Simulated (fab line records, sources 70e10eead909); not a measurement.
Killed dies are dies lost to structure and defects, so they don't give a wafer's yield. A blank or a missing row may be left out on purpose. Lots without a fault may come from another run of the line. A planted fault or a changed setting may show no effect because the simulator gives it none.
fab line records | flow nand_harc
record lots=5 wafers=15 last_day=31
route steps=1302 shown P_ZERO_WELL@68 P_STI@69 END@1302
lots that met no fault: from a run of the same line without faults
start_h: hours from the record's first day to the start of the lot's first wafer shown | wait_h: hours since the lot's step before | " the same as in the row above | L1.1+2: a row that stands for several wafers | - no value, or no start given | * or withheld: withheld | < > ~ a bound
route shown NAME@n: a module of which the file shows steps, and the number in the route of the first | usual: mean/standard deviation of fault-free wafers | same: alike in all rows | chamber/n: place in a boat | sites: the reading at each site | _std_site: their standard deviation | _edge_site: outer sites' mean less inner sites' | radius_mm: how far each site lies from the wafer's centre | mask NAME#n: copy n | behind: the tool/chamber that last shaped the wafer | hold: why the lot was held/for how many hours/how that ended | device: the transistor (n, p or np) that didn't switch | end of line: the same wafers' tests at the end of the route | a step without rows: its recipe alone | killed: dies lost to structure and defects at the first sort, not the wafer's yield | map: a wafer's dies, x killed, . not, _ none there
set.NAME: the setting as run; set.NAME@STEP: as run at that earlier step | model.NAME: the simulator's own value behind a step, which no gauge read
lots at some steps of the route; a table a step, a row a wafer
services: from which hour (start_h, from the record's first day; less than 0 if before it) a tool's chamber was out of use, for how many hours, and why
## steps
# step NHARC_P_ZERO_WELL_INSPECT_43
# usual raw_defect_count=13/5.3
# columns lot.wafer tool chamber start_h wait_h raw_defect_count
L230.1 defect_inspect-01 - 47.59 0.6 14
L230.2 " - " " 16
L230.6 " - " " 17
L234.1 defect_inspect-02 - 88.50 0.6 5
L234.2 " - " " 8
L234.3 " - " " 7
L242.1 defect_inspect-02 - 167.30 0.6 9
L242.3 " - " " 17
L242.4 " - " " 12
L244.1 defect_inspect-02 - 187.46 0.6 5
L244.2 " - " " 15
L244.4 " - " " 11
L247.1 defect_inspect-02 - 217.96 0.6 20
L247.2 " - " " 19
L247.3 " - " " 15
# step NHARC_P_STI_ETCH_26
# recipe target_depth_a=110 chemistry=dHF material=SiO2
# step NHARC_P_STI_PRECLEAN_27
# recipe time_s=* temp_c=50 bath_age_min=0 chemistry=SC1
# step NHARC_P_STI_SRD_28
# step NHARC_P_STI_OXIDE_29
# recipe target_thk_a=100 temp_c=900 ox_time_s=1362 material=SiO2
# step NHARC_P_STI_HM_DEP_30
# recipe target_thk_a=800 temp_c=790 pressure_mtorr=300 time_s=873 material=Si3N4
# step NHARC_P_STI_DEHYDRATE_01
# recipe temp_c=150 time_s=120
# step NHARC_P_STI_HMDS_02
# recipe time_s=30
# step NHARC_P_STI_COAT_41
# recipe temp_c=200 time_s=65
# step NHARC_P_STI_COAT_03
# recipe spin_rpm=2000 resist_thk_nm=600
# step NHARC_P_STI_SOFTBAKE_04
# recipe temp_c=125 time_s=70
# step NHARC_P_STI_EBR_05
# step NHARC_P_STI_EXPOSE_06
# recipe na=0.55 target_cd_nm=200 dose_mj=37.69 mask_id=P_STI
# columns lot.wafer tool chamber start_h wait_h mask
L230.1+2+6 krf_scanner-03 0 64.96 - P_STI#0
L234.1+2+3 krf_scanner-02 0 106.28 - P_STI_R1#0
L242.1+3+4 krf_scanner-04 0 181.86 - P_STI#0
L244.1+2+4 krf_scanner-03 0 202.44 - P_STI#0
L247.1+2+3 krf_scanner-02 0 233.88 - P_STI#0
# step NHARC_P_STI_PEB_07
# recipe peb_temp_c=128 peb_time_s=80
# step NHARC_P_STI_DEVELOP_08
# recipe time_s=50 dev_temp_c=22
# step NHARC_P_STI_CD_MEAS_09
# recipe target_cd_nm=200 landing_energy_ev=500
# usual cd_nm=200.5/2.1
# columns lot.wafer tool chamber start_h wait_h hold cd_nm
L230.1 cd_sem-03 0 65.11 - - 200.0
L230.2 " 0 " " - 200.9
L230.6 " 0 " " - 197.5
L234.1 cd_sem-02 0 106.44 - await_dispo/0.2h/release 195.2
L234.2 " 0 " " await_dispo/0.2h/release 190.6
L234.3 " 0 " " await_dispo/0.2h/release 195.5
L234.1 cd_sem-02 0 - - - 195.4
L234.2 " 0 " " - 190.3
L234.3 " 0 " " - 195.4
L242.1 cd_sem-03 0 182.01 - - 201.7
L242.3 " 0 " " - 200.4
L242.4 " 0 " " - 202.1
L244.1 cd_sem-03 0 202.59 - - 203.1
L244.2 " 0 " " - 201.6
L244.4 " 0 " " - 202.6
L247.1 cd_sem-02 0 234.03 - - 198.2
L247.2 " 0 " " - 202.9
L247.3 " 0 " " - 202.8
# step NHARC_P_STI_OVL_MEAS_10
# usual overlay_x_nm=-1/6.6 overlay_y_nm=-2/5.6
# columns lot.wafer tool chamber start_h wait_h hold overlay_x_nm overlay_y_nm
L230.1 overlay-01 - 65.20 - - -13 6
L230.2 " - " " - -13 6
L230.6 " - " " - -13 6
L234.1 overlay-01 - 110.00 - await_dispo/3.3h/release 2 1
L234.2 " - " " await_dispo/3.3h/release 1 1
L234.3 " - " " await_dispo/3.3h/release 1 2
L242.1 overlay-02 - 182.10 - - -7 2
L242.3 " - " " - -7 1
L242.4 " - " " - -7 1
L244.1 overlay-01 - 202.68 - - 8 -2
L244.2 " - " " - 8 -2
L244.4 " - " " - 8 -2
L247.1 overlay-02 - 234.12 - - 2 -14
L247.2 " - " " - 2 -14
L247.3 " - " " - 2 -14
# step NHARC_P_STI_INSPECT_11
# usual raw_defect_count=6/3.1
# columns lot.wafer tool chamber start_h wait_h raw_defect_count
L230.1 defect_inspect-02 - 65.24 0.0 7
L230.2 " - " " 7
L230.6 " - " " 14
L234.1 defect_inspect-02 - 110.05 0.1 9
L234.2 " - " " 6
L234.3 " - " " 5
L242.1 defect_inspect-02 - 182.14 0.0 3
L242.3 " - " " 3
L242.4 " - " " 5
L244.1 defect_inspect-01 - 202.72 0.0 5
L244.2 " - " " 2
L244.4 " - " " 3
L247.1 defect_inspect-01 - 234.16 0.0 4
L247.2 " - " " 3
L247.3 " - " " 5
# step NHARC_P_STI_HARDBAKE_13
# recipe temp_c=118 time_s=65
# step NHARC_P_STI_DESCUM_14
# recipe time_s=3 o2_flow_sccm=200 ar_flow_sccm=0 bias_power_w=0 chemistry=O2
# usual drypump_motor_current_A=5.7/0.45 oes_product_au=1.003/0.012 rf_vpp_V=57.8/0.89 showerhead_plenum_p_Torr=1.92/0.076 throttle_valve_pct=11.312/0.009
# columns lot.wafer tool chamber start_h wait_h drypump_motor_current_A oes_product_au rf_hours_counter_h rf_vpp_V showerhead_plenum_p_Torr throttle_valve_pct model.P_STI.cd_nm
L230.1 rie_diel-03 1 65.38 - 6.1 0.999 10 56.6 1.87 11.314 199.6
L230.2 " 2 " " 6.3 0.994 9 56.0 1.83 11.314 200.3
L230.6 " 1 " " 6.1 0.999 - 57.3 1.87 11.307 197
L234.2 rie_diel-13 0 110.19 - 6.4 0.999 6 57.5 1.85 11.310 190.2
L234.1 " 1 " " 5.7 0.999 6 58.8 2.00 11.324 195.7
L234.3 " 2 " " 5.1 1.000 6 58.3 1.81 11.323 196.1
L242.4 rie_diel-13 1 182.27 - 5.7 0.991 1 58.7 2.00 11.332 202.4
L242.3 " 2 " " 5.1 1.005 1 58.5 1.81 11.328 199.9
L242.1 " 3 " " 5.3 0.983 0 56.6 1.98 11.306 202.1
L244.2 rie_diel-03 3 202.86 - 5.7 1.027 7 59.0 1.98 11.322 201.5
L244.1 " 0 " " 5.5 1.014 8 59.5 1.96 11.326 202.6
L244.4 " 1 " " 6.1 0.993 8 56.6 1.86 11.319 203.1
L247.1 rie_diel-03 3 234.29 - 5.7 1.020 10 58.7 1.98 11.305 197.8
L247.2 " 0 " " 5.5 0.999 10 59.1 1.96 11.303 203.3
L247.3 " 2 " " 6.4 1.002 10 57.3 1.83 11.318 202.6
# step NHARC_P_STI_ETCH_42
# recipe target_depth_a=800 overetch_a=240 time_s=61 ion_energy_ev=200 n2_flow_sccm=150 h2_flow_sccm=150 ar_flow_sccm=0 rf_w=400 bias_w=150 chemistry=N2/H2
# usual drypump_motor_current_A=5.7/0.45 oes_product_au=1.003/0.012 rf_vpp_V=430.5/2.5 showerhead_plenum_p_Torr=2.04/0.083 throttle_valve_pct=14.172/0.0092
# columns lot.wafer tool chamber start_h wait_h drypump_motor_current_A oes_product_au rf_hours_counter_h rf_vpp_V showerhead_plenum_p_Torr throttle_valve_pct
L230.2 rie_diel-03 2 65.46 0.1 6.4 0.993 9 427.5 1.95 14.170
L230.1 " 0 " " 5.5 1.002 8 431.0 2.09 14.172
L230.6 " 2 " " 6.3 0.993 - 428.1 1.95 14.176
L234.1 rie_diel-13 2 110.35 0.1 5.2 1.010 6 427.9 1.92 14.165
L234.2 " 0 " " 6.4 0.998 6 428.2 1.97 14.170
L234.3 " 1 " " 5.8 0.995 6 431.6 2.13 14.184
L242.1 rie_diel-13 1 182.36 0.1 5.7 0.996 1 432.7 2.13 14.159
L242.3 " 2 " " 5.1 1.007 1 428.1 1.92 14.158
L242.4 " 3 " " 5.3 0.990 0 432.9 2.11 14.173
L244.4 rie_diel-03 1 202.94 0.1 6.1 1.006 8 430.2 1.98 14.175
L244.2 " 2 " " 6.4 1.004 7 428.8 1.95 14.186
L244.1 " 3 " " 5.7 1.026 7 432.4 2.11 14.171
L247.3 rie_diel-03 3 234.38 0.1 5.7 1.030 10 432.4 2.11 14.165
L247.2 " 0 " " 5.5 0.997 10 431.3 2.09 14.157
L247.1 " 2 " " 6.3 1.010 10 428.6 1.95 14.172
# step NHARC_P_STI_ETCH_31
# recipe target_depth_a=1089 time_s=54.5 cf4_flow_sccm=100 chf3_flow_sccm=30 ar_flow_sccm=0 rf_w=500 bias_w=200 chemistry=CF4/CHF3
# usual drypump_motor_current_A=5.7/0.46 oes_product_au=0.965/0.018 rf_vpp_V=370.5/2.2 showerhead_plenum_p_Torr=1.57/0.059 throttle_valve_pct=16.802/0.0091
# columns lot.wafer tool chamber start_h wait_h drypump_motor_current_A oes_product_au rf_hours_counter_h rf_vpp_V showerhead_plenum_p_Torr throttle_valve_pct
L230.2 rie_diel-03 0 - - 5.4 0.959 8 370.5 1.61 16.802
L230.1 " 1 " " 6.1 0.945 10 369.6 1.54 16.822
L230.6 " 3 " " 5.7 0.983 - 373.2 1.63 16.797
L234.2 rie_diel-13 2 - - 5.2 0.967 6 367.5 1.49 16.802
L234.3 " 0 " " 6.4 0.970 6 369.5 1.53 16.805
L234.1 " 1 " " 5.7 0.959 6 372.3 1.64 16.806
L242.3 rie_diel-13 0 - - 6.4 0.961 0 369.5 1.52 16.810
L242.1 " 2 " " 5.1 0.971 1 368.2 1.49 16.791
L242.4 " 0 " " 6.4 0.977 - 369.4 1.52 16.816
L244.2 rie_diel-03 2 - - 6.4 0.970 7 369.4 1.51 16.813
L244.4 " 0 " " 5.4 0.984 8 372.7 1.61 16.800
L244.1 " 1 " " 6.1 0.979 8 368.9 1.53 16.806
L247.1 rie_diel-03 3 - - 5.7 0.994 10 373.0 1.62 16.799
L247.2 " 0 " " 5.5 0.964 10 372.4 1.61 16.810
L247.3 " 1 " " 6.1 0.971 11 370.0 1.53 16.812
# step NHARC_P_STI_ETCH_15
# recipe target_depth_a=3000 taper_deg=4 time_s=100.1 hbr_flow_sccm=150 cl2_flow_sccm=50 rf_w=400 icp_w=400 bias_w=100 chemistry=HBr/Cl2
# usual drypump_motor_current_A=5.9/0.43 oes_product_au=1.004/0.01 throttle_valve_pct=26.405/0.0094
# columns lot.wafer tool chamber start_h wait_h drypump_motor_current_A oes_product_au rf_hours_counter_h throttle_valve_pct model.P_STI.cd_nm
L230.1 rie_si-05 1 65.66 - 5.7 1.011 0.8 26.414 198.4
L230.2 " 2 " " 5.4 1.003 0.8 26.397 200.2
L230.6 " 0 " " 5.8 1.010 - 26.402 196.2
L234.3 rie_si-05 3 110.58 - 5.5 1.006 1.2 26.410 195.9
L234.1 " 0 " " 5.8 1.019 1.2 26.415 196.2
L234.2 " 1 " " 5.7 1.001 1.1 26.419 190.8
L242.4 rie_si-05 0 182.56 - 5.8 1.012 0.3 26.400 201.4
L242.1 " 1 " " 5.8 0.998 0.3 26.416 202.9
L242.3 " 2 " " 5.4 1.005 0.2 26.396 199.8
L244.1 rie_si-06 0 203.13 - 6.5 1.021 0.9 26.400 203.2
L244.2 " 2 " " 6.2 1.004 1.0 26.407 201.6
L244.4 " 0 " " 6.5 1.021 - 26.393 202.9
L247.3 rie_si-06 3 234.57 - 6.1 1.001 1.3 26.402 203.6
L247.2 " 0 " " 6.5 1.023 1.2 26.387 202.5
L247.1 " 2 " " 6.1 1.007 1.3 26.386 198.5
# step NHARC_P_STI_CD_MEAS_16
# usual cd_nm=200.1/2.3
# columns lot.wafer tool chamber start_h wait_h cd_nm
L230.1 cd_sem-03 - 65.81 - 198.3
L230.2 " - " " 200.1
L230.6 " - " " 195.9
L234.1 cd_sem-02 - 110.72 - 195.9
L234.2 " - " " 190.9
L234.3 " - " " 196.1
L242.1 cd_sem-02 - 182.72 - 203.1
L242.3 " - " " 199.7
L242.4 " - " " 201.8
L244.1 cd_sem-02 - 203.32 - 203.2
L244.2 " - " " 201.6
L244.4 " - " " 202.6
L247.1 cd_sem-03 - 234.76 - 198.6
L247.2 " - " " 202.3
L247.3 " - " " 203.7
# step NHARC_END_SORT_01
# recipe temp_c=25
# usual killed_at_array=57/17 killed_at_other=0.5/0.82 killed_at_periphery=4.0/2.8 killed_dies=61/18 killed_open=2.9/2 killed_short=2.3/1.7
# same gross_dies=677
# columns lot.wafer tool chamber start_h wait_h killed_at_array killed_at_other killed_at_periphery killed_dies killed_open killed_short
L230.1 prober-01 0 590.36 2.5 88 0 9 97 2 2
L230.2 prober-01 0 591.15 2.8 85 0 10 95 4 7
L230.6 prober-01 0 594.30 3.9 87 0 7 94 2 2
L234.1 prober-01 0 638.03 2.5 35 0 4 39 5 5
L234.2 prober-01 0 638.83 2.8 28 1 0 29 4 1
L234.3 prober-01 0 639.64 3.1 30 0 1 31 2 1
L242.1 prober-02 0 710.15 2.5 52 0 3 55 5 0
L242.3 prober-02 0 711.73 3.1 48 0 2 50 1 0
L242.4 prober-02 0 712.53 3.4 32 1 4 37 3 2
L244.1 prober-01 0 718.02 2.5 67 0 4 71 4 4
L244.2 prober-01 0 718.82 2.8 44 0 9 53 2 0
L244.4 prober-01 0 720.42 3.4 67 1 6 74 2 3
L247.1 prober-02 0 743.93 2.5 65 0 6 71 5 2
L247.2 prober-02 0 744.74 2.8 82 2 1 85 1 1
L247.3 prober-02 0 745.56 3.1 66 1 7 74 1 4
# killed by level:class
L230.1 A_CHANNEL_HOLE_D1:chamber_film_flake=34 A_SLIT:chamber_film_flake=24 A_CHANNEL_HOLE_D2:chamber_film_flake=16 A_STAIRCASE:chamber_film_flake=6 P_BONDPAD:chamber_film_flake=5 A_WL_FILL:geometric_particle:short=2 P_GATE:chamber_film_flake=2 A_SGD_CUT:chamber_film_flake=2
L230.2 A_CHANNEL_HOLE_D2:chamber_film_flake=34 A_SLIT:chamber_film_flake=21 A_CHANNEL_HOLE_D1:chamber_film_flake=14 A_STAIRCASE:chamber_film_flake=9 P_BONDPAD:chamber_film_flake=4 A_WL_FILL:geometric_particle:short=2 P_ZERO_WELL:geometric_particle:short=1 P_STI:geometric_particle:short=1
L230.6 A_CHANNEL_HOLE_D2:chamber_film_flake=25 A_SLIT:chamber_film_flake=25 A_CHANNEL_HOLE_D1:chamber_film_flake=23 A_STAIRCASE:chamber_film_flake=8 P_BONDPAD:chamber_film_flake=3 P_ZERO_WELL:chamber_film_flake=2 P_GATE:chamber_film_flake=2 A_CONTACT:unspecified=2
L234.1 A_CHANNEL_HOLE_D1:chamber_film_flake=8 A_CHANNEL_HOLE_D2:chamber_film_flake=7 A_CONTACT:chamber_film_flake=4 A_DECK1_JOINT:chamber_film_flake=3 A_CHANNEL_FILL_D2:chamber_film_flake=3 P_ZERO_WELL:chamber_film_flake=2 P_M0:geometric_particle:open=1 A_CHANNEL_FILL_D1:geometric_particle:short=1
L234.2 A_CHANNEL_HOLE_D2:chamber_film_flake=12 A_CONTACT:chamber_film_flake=6 A_ONON_D2:geometric_particle:open=2 A_CHANNEL_FILL_D2:chamber_film_flake=2 A_ONON_D2:geometric_particle:short=1 A_CHANNEL_FILL_D2:geometric_particle:open=1 A_WL_FILL:geometric_particle:open=1 A_CHANNEL_HOLE_D1:chamber_film_flake=1
L234.3 A_CHANNEL_HOLE_D2:chamber_film_flake=13 A_CHANNEL_HOLE_D1:chamber_film_flake=5 A_CONTACT:chamber_film_flake=4 A_STAIRCASE:chamber_film_flake=3 A_CHANNEL_HOLE_D1:geometric_particle:short=1 A_CHANNEL_FILL_D2:geometric_particle:open=1 A_WL_FILL:geometric_particle:open=1 P_GATE:chamber_film_flake=1
L242.1 A_CHANNEL_HOLE_D1:chamber_film_flake=35 A_SLIT:chamber_film_flake=4 A_M0:chamber_film_flake=3 A_CONTACT:chamber_film_flake=2 P_CONTACT:geometric_particle:open=1 A_CHANNEL_FILL_D2:geometric_particle:open=1 A_WL_FILL:geometric_particle:open=1 A_CONTACT:geometric_particle:open=1
L242.3 A_CHANNEL_HOLE_D1:chamber_film_flake=38 A_M0:chamber_film_flake=4 A_SLIT:chamber_film_flake=2 A_ONON_D1:geometric_particle:open=1 P_STI:chamber_film_flake=1 P_BONDPAD:chamber_film_flake=1 A_CHANNEL_HOLE_D2:chamber_film_flake=1 A_STAIRCASE:chamber_film_flake=1
L242.4 A_CHANNEL_HOLE_D1:chamber_film_flake=21 A_CONTACT:chamber_film_flake=3 A_CHANNEL_HOLE_D2:chamber_film_flake=2 P_STI:geometric_particle:short=1 P_CONTACT:geometric_particle:open=1 A_CHANNEL_FILL_D1:geometric_particle:short=1 A_ONON_D2:geometric_particle:open=1 A_M0:geometric_particle:open=1
L244.1 A_CHANNEL_HOLE_D1:chamber_film_flake=25 A_CHANNEL_HOLE_D2:chamber_film_flake=25 A_CONTACT:chamber_film_flake=4 A_STAIRCASE:chamber_film_flake=3 A_SLIT:chamber_film_flake=3 A_M0:chamber_film_flake=2 P_GATE:geometric_particle:open=1 P_CONTACT:geometric_particle:open=1
L244.2 A_CHANNEL_HOLE_D2:chamber_film_flake=18 A_CHANNEL_HOLE_D1:chamber_film_flake=14 P_M1:chamber_film_flake=6 A_SLIT:chamber_film_flake=6 A_CONTACT:chamber_film_flake=2 A_ONON_D1:geometric_particle:open=1 A_M0:geometric_particle:open=1 P_STI:chamber_film_flake=1
L244.4 A_CHANNEL_HOLE_D1:chamber_film_flake=42 A_CHANNEL_HOLE_D2:chamber_film_flake=16 P_M1:chamber_film_flake=4 A_CONTACT:chamber_film_flake=3 A_STAIRCASE:chamber_film_flake=2 P_GATE:geometric_particle:open=1 P_M0:geometric_particle:open=1 A_ONON_D1:geometric_particle:short=1
L247.1 A_SLIT:chamber_film_flake=29 A_CHANNEL_HOLE_D1:chamber_film_flake=20 A_CONTACT:chamber_film_flake=7 P_M2:chamber_film_flake=2 A_STAIRCASE:chamber_film_flake=2 P_GATE:geometric_particle:open=1 P_M0:geometric_particle:open=1 A_ONON_D1:geometric_particle:open=1
L247.2 A_SLIT:chamber_film_flake=38 A_CHANNEL_HOLE_D1:chamber_film_flake=34 A_STAIRCASE:chamber_film_flake=4 A_CONTACT:chamber_film_flake=2 THIN_TSV:chamber_film_flake=2 A_ONON_D1:geometric_particle:open=1 A_CHANNEL_FILL_D2:geometric_particle:short=1 P_GATE:chamber_film_flake=1
L247.3 A_SLIT:chamber_film_flake=33 A_CHANNEL_HOLE_D1:chamber_film_flake=20 A_STAIRCASE:chamber_film_flake=7 P_ZERO_WELL:chamber_film_flake=2 P_M2:chamber_film_flake=2 A_WL_FILL:chamber_film_flake=2 A_CONTACT:chamber_film_flake=2 P_GATE:geometric_particle:short=1
## services
# columns tool chamber start_h hours kind
rie_diel-13 2 44.67 4.5 repair
krf_scanner-03 - 52.00 4.0 pm
rie_diel-03 - 56.10 1.3 repair
rie_diel-03 0 58.98 - clean
rie_diel-03 1 58.98 - clean
rie_diel-03 2 58.98 - clean
rie_diel-03 3 58.98 - clean
krf_scanner-03 - 68.83 1.4 repair
rie_si-06 - 72.00 9.0 pm
rie_diel-03 0 83.48 - clean
rie_diel-03 1 83.48 - clean
rie_si-06 1 83.57 151.0 repair
rie_diel-13 1 87.08 3.6 repair
rie_si-06 0 88.59 9.4 repair
krf_scanner-02 - 94.00 4.0 pm
rie_diel-13 3 99.34 67.2 repair
rie_diel-03 - 104.45 9.0 pm
rie_si-05 - 128.00 9.0 pm
rie_diel-13 0 140.28 14.3 repair
rie_si-05 2 163.79 3.9 repair
rie_diel-13 - 165.00 9.0 pm
rie_diel-13 1 182.43 5.5 repair
krf_scanner-04 - 183.94 4.0 pm
krf_scanner-03 - 224.00 4.0 pm
## key
first_sign step=NHARC_P_STI_EXPOSE_06 reading=mask direction=changed
effect step=NHARC_P_STI_CD_MEAS_09 reading=visit direction=added
model_effect step=NHARC_P_STI_DESCUM_14 value=P_STI.cd_nm without=198.4 struck=194
model_effect step=NHARC_P_STI_ETCH_15 value=P_STI.cd_nm without=198.6 struck=194.3
met_at NHARC_P_STI_EXPOSE_06
struck_wafers L234.1,L234.2,L234.3
tester_left_out L234
fault kind=wrong_mask tool=any chamber=- onset_h=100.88 steps=NHARC_P_STI_EXPOSE_06 aux_copy=P_STI_R1#0 cd_offset_nm=-4.3529 scope=struck_lots_only
# tester_left_out: of these lots the tester's yield and bins aren't shown, on N5 and GAA mostly nor the transistor test; their killed dies are dies lost to structure and defects alone, not to doping, threshold or leakage, so they don't give the yield
